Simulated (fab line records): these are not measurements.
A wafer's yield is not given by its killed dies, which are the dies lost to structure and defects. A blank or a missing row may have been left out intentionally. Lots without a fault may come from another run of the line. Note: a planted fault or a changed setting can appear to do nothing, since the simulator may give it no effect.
fab line records ; flow nand-harc
[record] lots = 12; wafers = 36; last-day = 33
route steps=1302 shown A_CHANNEL_HOLE_D1@479 A_CHANNEL_FILL_D1@492 END@1302
lots untouched by any fault: they come from a run of this same line in which no faults occurred
start-h: the number of hours between the record's first day and the start of the first shown wafer of the lot ; wait-h: hours since the lot's step before ; " same as the row above ; L1.1+2: one row covering several wafers at once ; - no value present, or no start provided ; * or withheld: withheld ; < > ~ a bound
route shown NAME@n: NAME is a module with steps in the file, n the number in the route of the first one ; usual: mean/standard deviation taken from wafers without a fault ; same: alike in all rows ; chamber/n: place in a boat ; sites: per-site readings ; _std_site: how widely they spread, as a standard deviation ; _edge_site: mean of outer sites minus mean of inner sites ; radius-mm: for every site, how far away it sits from the centre of the wafer ; mask NAME#n: copy n ; behind: the last tool/chamber to shape the wafer ; hold: why the lot was held/for how many hours/how that ended ; device: which transistor (n, p or np) failed to switch ; end of line: the same wafers' tests at the end of the route ; a step without rows: its recipe alone ; killed: dies that structure and defects cost at the first sort, which is not the same as the wafer's yield ; map: a wafer's dies, marking killed ones x, the rest . and places with no die _
set.NAME: the run value of the setting; set.NAME@STEP: its run value at that earlier step ; model.NAME: the simulator's own value behind a step, which no gauge read
route steps across a sampled set of lots; one table per step, one row per wafer
services: a tool's chamber out of use, with start hour (start-h, from the record's first day; less than 0 if before it), hours out, and reason
[[steps]]
[step NHARC_A_CHANNEL_HOLE_D1_ETCH_33]
[recipe] bias-v = 400; source-w = 2000; pressure-mtorr = 25; time-s = 90; ar-flow-sccm = 375; c4f8-flow-sccm = 41.7; o2-flow-sccm = 83.3; temp-c = -20; target-depth-a = 4000; chemistry = C4F8/O2/Ar
[usual] drypump-motor-current-A = 5.9/0.46; showerhead-plenum-p-Torr = 3.73/0.11; throttle-valve-pct = 27.619/0.0083
[same] time-s = 90
lot.wafer;tool;chamber;start-h;wait-h;drypump-motor-current-A;rf-hours-counter-h;showerhead-plenum-p-Torr;throttle-valve-pct
L304.1;har-etch-01;1;187.73;0.2;6.1;88;3.77;27.619
L304.3;har-etch-01;0;187.73;0.2;6.4;-;3.77;27.622
L304.6;har-etch-01;0;187.73;0.2;6.4;-;3.77;27.626
L305.3;har-etch-01;0;201.21;0.2;6.3;-;3.77;27.618
L305.5;har-etch-01;1;201.21;0.2;6.1;-;3.77;27.612
L305.6;har-etch-01;0;201.21;0.2;6.4;-;3.77;27.615
L311.1;har-etch-01;1;257.04;0.2;6.1;126;3.75;27.607
L311.4;har-etch-01;0;257.04;0.2;6.4;-;3.75;27.638
L311.6;har-etch-01;1;257.04;0.2;6.1;-;3.75;27.633
L317.2;har-etch-02;1;318.72;0.3;6.1;-;3.61;27.617
L317.3;har-etch-02;1;318.72;0.3;6.1;-;3.61;27.611
L317.4;har-etch-02;1;318.72;0.3;6.1;-;3.61;27.630
L318.3;har-etch-01;0;339.41;0.2;6.4;-;3.73;27.619
L318.4;har-etch-01;1;339.41;0.2;6.1;-;3.73;27.611
L318.6;har-etch-01;1;339.41;0.2;6.1;-;3.73;27.622
L319.4;har-etch-02;0;339.84;0.2;5.1;-;3.62;27.619
L319.5;har-etch-02;1;339.84;0.2;6.1;-;3.60;27.608
L319.6;har-etch-02;0;339.84;0.2;5.1;-;3.62;27.622
L321.2;har-etch-02;1;350.58;0.2;6.1;400;3.60;27.610
L321.3;har-etch-02;1;350.58;0.2;6.1;-;3.60;27.629
L321.5;har-etch-02;0;350.58;0.2;5.1;-;3.61;27.623
L320.1;har-etch-01;1;351.49;0.2;6.1;183;3.72;27.623
L320.4;har-etch-01;1;351.49;0.2;6.1;-;3.72;27.611
L320.6;har-etch-01;1;351.49;0.2;6.1;-;3.72;27.624
L323.1;har-etch-02;1;371.34;0.2;6.1;415;3.59;27.625
L323.2;har-etch-02;0;371.34;0.2;5.1;400;3.60;27.639
L323.3;har-etch-02;0;371.34;0.2;5.1;-;3.60;27.618
L325.3;har-etch-02;1;406.40;0.2;6.1;-;3.97;27.616
L325.6;har-etch-02;0;406.40;0.2;5.1;-;3.97;27.624
L325.5;har-etch-02;1;406.40;0.2;6.1;-;3.97;27.627
L326.2;har-etch-02;0;410.48;0.2;5.1;16;3.97;27.627
L326.3;har-etch-02;0;410.48;0.2;5.1;-;3.97;27.618
L326.6;har-etch-02;0;410.48;0.2;5.1;-;3.97;27.617
L327.3;har-etch-01;0;414.38;0.2;6.3;-;3.70;27.603
L327.5;har-etch-01;1;414.38;0.2;6.1;-;3.70;27.603
L327.6;har-etch-01;0;414.38;0.2;6.3;-;3.70;27.622
[step NHARC_A_CHANNEL_FILL_D1_ALD_02]
[recipe] target-thk-a = 60; pulse-time-s = 10; ald-cycles = 60; temp-c = 300; material = SiO2
[usual] heater-power-w = 478/34; precursor-pulse-height-rel = 1.002/0.019; susceptor-temp-C = 300.01/0.2
lot.wafer;tool;chamber;start-h;wait-h;heater-power-w;precursor-pulse-height-rel;susceptor-temp-C
L304.1;ald-hk-04;2;190.60;-;452;1.042;300.09
L304.3;ald-hk-04;3;190.60;-;396;1.002;300.17
L304.6;ald-hk-04;3;190.60;-;399;1.039;300.39
L305.3;ald-hk-02;1;205.18;-;458;0.989;300.34
L305.6;ald-hk-02;2;205.18;-;503;0.977;299.97
L305.5;ald-hk-02;3;205.18;-;509;1.005;299.96
L311.1;ald-hk-02;0;259.14;0.2;476;0.992;299.93
L311.4;ald-hk-02;1;259.14;0.2;459;0.993;300.13
L311.6;ald-hk-02;3;259.14;0.2;456;0.989;289.45
L317.4;ald-hk-04;1;320.81;0.1;400;0.981;299.58
L317.2;ald-hk-04;2;320.81;0.1;444;1.001;300.10
L317.3;ald-hk-04;0;320.81;0.1;534;1.012;300.56
L318.3;ald-hk-03;2;341.46;0.2;488;0.999;299.97
L318.4;ald-hk-03;0;341.46;0.2;468;1.008;300.00
L318.6;ald-hk-03;2;341.46;0.2;481;1.011;300.27
L319.4;ald-hk-02;1;341.86;-;466;1.008;299.72
L319.6;ald-hk-02;0;341.86;-;483;0.972;299.84
L319.5;ald-hk-02;1;341.86;-;454;1.042;300.10
L321.2;ald-hk-03;0;352.61;0.2;477;0.992;300.34
L321.3;ald-hk-03;2;352.61;0.2;466;0.985;300.05
L321.5;ald-hk-03;3;352.61;0.2;487;0.973;299.83
L320.4;ald-hk-03;0;353.39;-;458;0.983;299.97
L320.1;ald-hk-03;3;353.39;-;472;1.014;299.95
L320.6;ald-hk-03;0;353.39;-;487;1.029;300.38
L323.1;ald-hk-04;1;373.37;0.2;390;0.998;300.05
L323.2;ald-hk-04;2;373.37;0.2;451;0.960;300.26
L323.3;ald-hk-04;3;373.37;0.2;449;1.008;300.04
L325.3;ald-hk-04;3;408.23;-;447;0.982;300.21
L325.6;ald-hk-04;3;408.23;-;453;1.024;299.90
L325.5;ald-hk-04;0;408.23;-;540;1.041;300.07
L326.3;ald-hk-02;0;412.66;-;489;1.006;299.77
L326.2;ald-hk-02;1;412.66;-;472;1.018;300.20
L326.6;ald-hk-02;3;412.66;-;505;1.006;300.24
L327.3;ald-hk-02;3;416.23;-;526;1.012;300.27
L327.6;ald-hk-02;3;416.23;-;521;1.003;300.19
L327.5;ald-hk-02;0;416.23;-;480;0.996;299.86
[step NHARC_A_CHANNEL_FILL_D1_ALD_15]
[recipe] target-thk-a = 20; pulse-time-s = 60; ald-cycles = 19; temp-c = 630; pressure-torr = 2; material = SiNx
[usual] precursor-pulse-height-rel = 1.001/0.02; susceptor-temp-C = 629.98/0.26
lot.wafer;tool;chamber;start-h;wait-h;precursor-pulse-height-rel;susceptor-temp-C
L304.1;ald-sin-batch-01;0;200.77;2.8;1.018;629.68
L304.3;ald-sin-batch-01;0;200.77;2.8;1.022;629.79
L304.6;ald-sin-batch-01;0;200.77;2.8;1.007;630.00
L305.3;ald-sin-batch-03;0;-;-;1.003;630.11
L305.5;ald-sin-batch-03;0;-;-;1.045;629.27
L305.6;ald-sin-batch-03;0;-;-;0.994;630.11
L311.1;ald-sin-batch-01;0;-;-;1.016;-
L311.4;ald-sin-batch-01;0;-;-;0.999;-
L311.6;ald-sin-batch-01;0;-;-;1.003;-
L317.2;ald-sin-batch-02;0;-;-;0.997;630.18
L317.3;ald-sin-batch-02;0;-;-;1.009;629.94
L317.4;ald-sin-batch-02;0;-;-;1.000;629.40
L318.3;ald-sin-batch-01;0;-;-;1.016;629.64
L318.4;ald-sin-batch-01;0;-;-;1.037;630.21
L318.6;ald-sin-batch-01;0;-;-;0.990;630.14
L319.4;ald-sin-batch-01;0;-;-;0.968;630.01
L319.5;ald-sin-batch-01;0;-;-;0.997;629.92
L319.6;ald-sin-batch-01;0;-;-;1.022;629.67
L320.1;ald-sin-batch-02;0;-;-;1.008;630.13
L320.4;ald-sin-batch-02;0;-;-;1.003;630.28
L320.6;ald-sin-batch-02;0;-;-;0.985;629.95
L321.2;ald-sin-batch-02;0;-;-;0.980;629.99
L321.3;ald-sin-batch-02;0;-;-;1.000;629.74
L321.5;ald-sin-batch-02;0;-;-;1.010;629.82
L323.1;ald-sin-batch-02;0;-;-;0.981;-
L323.2;ald-sin-batch-02;0;-;-;1.000;-
L323.3;ald-sin-batch-02;0;-;-;1.010;-
L325.3;ald-sin-batch-03;0;-;-;1.004;-
L325.5;ald-sin-batch-03;0;-;-;1.019;-
L325.6;ald-sin-batch-03;0;-;-;1.033;-
L326.2;ald-sin-batch-01;0;-;-;0.984;630.28
L326.3;ald-sin-batch-01;0;-;-;0.983;630.36
L326.6;ald-sin-batch-01;0;-;-;1.040;630.34
L327.3;ald-sin-batch-02;0;-;-;0.989;630.27
L327.5;ald-sin-batch-02;0;-;-;0.979;630.19
L327.6;ald-sin-batch-02;0;-;-;0.985;629.95
[step NHARC_A_CHANNEL_FILL_D1_ETCHBACK_20]
[recipe] target-depth-a = 270; time-s = 13.5; c4f8-flow-sccm = withheld; o2-flow-sccm = 8; ar-flow-sccm = withheld; rf-w = 600; bias-w = 1500; chemistry = C4F8/O2/Ar
[usual] oes-product-au = 0.97/0.036; rf-vpp-V = 979/6.9
[same] time-s = 13.5
lot.wafer;tool;chamber;start-h;wait-h;oes-product-au;rf-hours-counter-h;rf-vpp-V
L304.1;rie-diel-08;3;216.83;-;1.00;0.9;972
L304.3;rie-diel-08;1;216.83;-;1.02;1.0;989
L304.6;rie-diel-08;0;216.83;-;1.00;-;976
L305.3;rie-diel-01;3;229.17;-;1.00;0.4;983
L305.6;rie-diel-01;3;229.17;-;1.00;-;983
L305.5;rie-diel-01;0;229.17;-;1.02;-;986
L311.1;rie-diel-08;1;281.24;-;1.00;6.8;986
L311.4;rie-diel-08;2;281.24;-;1.00;6.9;971
L311.6;rie-diel-08;1;281.24;-;1.01;-;985
L317.2;rie-diel-01;2;345.46;-;0.99;6.0;972
L317.3;rie-diel-01;3;345.46;-;1.00;3.9;984
L317.4;rie-diel-01;0;345.46;-;1.01;5.2;988
L319.4;rie-diel-05;0;365.77;-;0.92;6.8;987
L319.5;rie-diel-05;0;365.77;-;0.93;-;987
L319.6;rie-diel-05;1;365.77;-;0.93;-;979
L318.4;rie-diel-01;1;365.77;-;1.01;7.5;983
L318.3;rie-diel-01;2;365.77;-;1.00;7.3;972
L318.6;rie-diel-01;2;365.77;-;1.01;-;971
L321.2;rie-diel-01;1;376.78;-;0.93;8.7;985
L321.3;rie-diel-01;0;376.78;-;0.93;7.4;987
L321.5;rie-diel-01;2;376.78;-;0.93;-;973
L320.1;rie-diel-05;1;376.80;-;0.94;8.2;981
L320.4;rie-diel-05;2;376.80;-;0.93;6.8;986
L320.6;rie-diel-05;0;376.80;-;0.94;-;985
L323.1;rie-diel-01;0;401.30;-;1.00;0.4;986
L323.2;rie-diel-01;1;401.30;-;1.00;0.2;983
L323.3;rie-diel-01;3;401.30;-;1.00;0.5;984
L325.3;rie-diel-08;1;432.42;-;1.00;3.2;987
L325.6;rie-diel-08;3;432.42;-;0.99;-;972
L325.5;rie-diel-08;0;432.42;-;0.99;-;975
L326.3;rie-diel-01;3;436.92;-;1.00;2.5;982
L326.2;rie-diel-01;0;436.92;-;1.00;2.4;989
L326.6;rie-diel-01;3;436.92;-;0.99;-;984
L327.3;rie-diel-08;2;440.28;-;0.99;3.6;970
L327.6;rie-diel-08;2;440.28;-;0.99;-;972
L327.5;rie-diel-08;3;440.28;-;1.00;-;972
[step NHARC_END_SORT_01]
[recipe] temp-c = 25
[usual] killed-at-array = 52/20; killed-at-other = 1.0/1.3; killed-at-periphery = 3.7/2.2; killed-dies = 57/20; killed-open = 3.2/1.6; killed-short = 2.4/1.6
[same] gross-dies = 677
lot.wafer;tool;chamber;start-h;wait-h;killed-at-array;killed-at-other;killed-at-periphery;killed-dies;killed-open;killed-short
L305.3;prober-01;0;578.81;3.1;69;2;4;75;1;3
L305.5;prober-01;0;580.44;3.8;57;1;2;60;4;0
L305.6;prober-01;0;581.25;4.1;56;2;0;58;5;3
L317.2;prober-01;0;702.49;2.8;41;0;3;44;5;7
L317.3;prober-01;0;703.29;3.1;38;0;4;42;2;2
L317.4;prober-01;0;704.09;3.4;43;0;4;47;6;2
L320.1;prober-02;0;719.48;2.5;45;0;5;50;3;1
L320.4;prober-02;0;721.88;3.4;40;0;4;44;3;5
L320.6;prober-02;0;723.48;4.0;49;1;6;56;3;2
// killed by level:class
L305.3 A_SLIT:chamber-film-flake=29 A_CHANNEL_HOLE_D2:chamber-film-flake=26 A_CONTACT:chamber-film-flake=5 A_CHANNEL_FILL_D2:chamber-film-flake=3 P_ZERO_WELL:chamber-film-flake=2 A_WL_FILL:chamber-film-flake=2 THIN_TSV:chamber-film-flake=2 P_STI:geometric-particle:short=1
L305.5 A_CHANNEL_HOLE_D2:chamber-film-flake=26 A_SLIT:chamber-film-flake=23 A_CHANNEL_FILL_D2:chamber-film-flake=4 A_WL_FILL:geometric-particle:open=2 P_CONTACT:geometric-particle:open=1 A_SGD_CUT:geometric-particle:open=1 P_ZERO_WELL:chamber-film-flake=1 A_CHANNEL_HOLE_D1:chamber-film-flake=1
L305.6 A_CHANNEL_HOLE_D2:chamber-film-flake=22 A_SLIT:chamber-film-flake=20 A_CONTACT:chamber-film-flake=4 A_ONON_D1:geometric-particle:short=2 A_M0:geometric-particle:open=2 THIN_TSV:chamber-film-flake=2 A_CHANNEL_FILL_D2:geometric-particle:open=1 A_WL_FILL:geometric-particle:open=1
L317.2 A_CHANNEL_HOLE_D1:chamber-film-flake=23 A_WL_FILL:geometric-particle:short=3 A_SLIT:chamber-film-flake=3 A_DECK1_JOINT:geometric-particle:short=2 P_M1:chamber-film-flake=2 P_CONTACT:geometric-particle:open=1 A_SOURCE_PLATE:geometric-particle:short=1 A_SOURCE_PLATE:geometric-particle:open=1
L317.3 A_CHANNEL_HOLE_D1:chamber-film-flake=27 A_SLIT:chamber-film-flake=4 A_CONTACT:chamber-film-flake=2 P_BONDPAD:geometric-particle:short=1 A_ONON_D1:geometric-particle:short=1 A_ONON_D1:geometric-particle:open=1 A_M0:geometric-particle:open=1 P_ZERO_WELL:chamber-film-flake=1
L317.4 A_CHANNEL_HOLE_D1:chamber-film-flake=22 A_SLIT:chamber-film-flake=4 A_WL_FILL:geometric-particle:short=2 P_M1:chamber-film-flake=2 A_CONTACT:chamber-film-flake=2 A_M0:chamber-film-flake=2 A_ONON_D1:geometric-particle:open=1 A_ONON_D2:geometric-particle:open=1
L320.1 A_CHANNEL_HOLE_D2:chamber-film-flake=25 A_CHANNEL_HOLE_D1:chamber-film-flake=8 P_STI:chamber-film-flake=2 P_M2:chamber-film-flake=2 A_CHANNEL_FILL_D1:chamber-film-flake=2 A_DECK1_JOINT:chamber-film-flake=2 A_CONTACT:chamber-film-flake=2 P_M0:geometric-particle:open=1
L320.4 A_CHANNEL_HOLE_D2:chamber-film-flake=16 A_CHANNEL_HOLE_D1:chamber-film-flake=7 A_CONTACT:chamber-film-flake=4 A_M0:geometric-particle:short=2 P_STI:chamber-film-flake=2 A_CHANNEL_FILL_D1:chamber-film-flake=2 A_SLIT:chamber-film-flake=2 P_GATE:geometric-particle:open=1
L320.6 A_CHANNEL_HOLE_D2:chamber-film-flake=28 A_SLIT:chamber-film-flake=7 A_CHANNEL_HOLE_D1:chamber-film-flake=5 A_CONTACT:chamber-film-flake=4 P_M2:chamber-film-flake=2 A_DECK1_JOINT:chamber-film-flake=2 P_STI:geometric-particle:short=1 P_CONTACT:geometric-particle:open=1
[[services]]
tool;chamber;start-h;hours;kind
rie-diel-05;-;164.60;11.1;repair
ald-hk-02;-;170.00;10.0;pm
rie-diel-01;1;171.73;9.5;repair
rie-diel-08;-;177.81;0.2;repair
rie-diel-08;0;183.08;5.2;repair
rie-diel-01;2;186.19;5.9;repair
rie-diel-08;-;190.80;9.0;pm
rie-diel-01;0;192.01;2.4;repair
rie-diel-01;-;203.80;9.0;pm
ald-hk-03;-;217.85;10.0;pm
rie-diel-05;-;229.60;9.0;pm
rie-diel-01;3;250.10;11.1;repair
ald-hk-04;-;255.06;10.0;pm
ald-sin-batch-02;-;266.00;26.0;pm
rie-diel-01;3;281.96;4.6;repair
ald-hk-02;-;348.00;10.0;pm
rie-diel-08;-;367.80;9.0;pm
rie-diel-01;-;373.98;0.9;repair
har-etch-02;-;377.00;17.0;pm
rie-diel-01;-;380.80;9.0;pm
rie-diel-05;2;387.36;4.5;repair
ald-hk-03;-;389.50;0.6;repair
ald-hk-03;-;395.85;10.0;pm
ald-hk-04;-;433.06;10.0;pm
[[key]]
[first-sign] step = NHARC_A_CHANNEL_FILL_D1_ALD_02; reading = susceptor-temp-C; direction = down; sigmas = 53; usual = *; struck = *
effect none on later readings
met-at NHARC_A_CHANNEL_FILL_D1_ALD_02
struck-lots L311
struck-wafers L311.6
tester-left-out L311
not-acting-at NHARC_A_CHANNEL_HOLE_D1_ETCH_33,NHARC_A_CHANNEL_FILL_D1_ALD_15,NHARC_A_CHANNEL_FILL_D1_ETCHBACK_20
onset-between 205.18 259.14
[fault] kind = process-parameter-drift; tool = ald-hk-02; chamber = 3; onset-h = 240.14; steps = NHARC_A_CHANNEL_FILL_D1_ALD_02; channel = temp-c; offset = *; shape = step; end-h = 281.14; acts-in = *; stated = *
// tester-left-out: of these lots the tester's yield and bins aren't shown, on N5 and GAA mostly nor the transistor test; their killed dies are dies lost to structure and defects alone, not to doping, threshold or leakage, so they don't give the yield
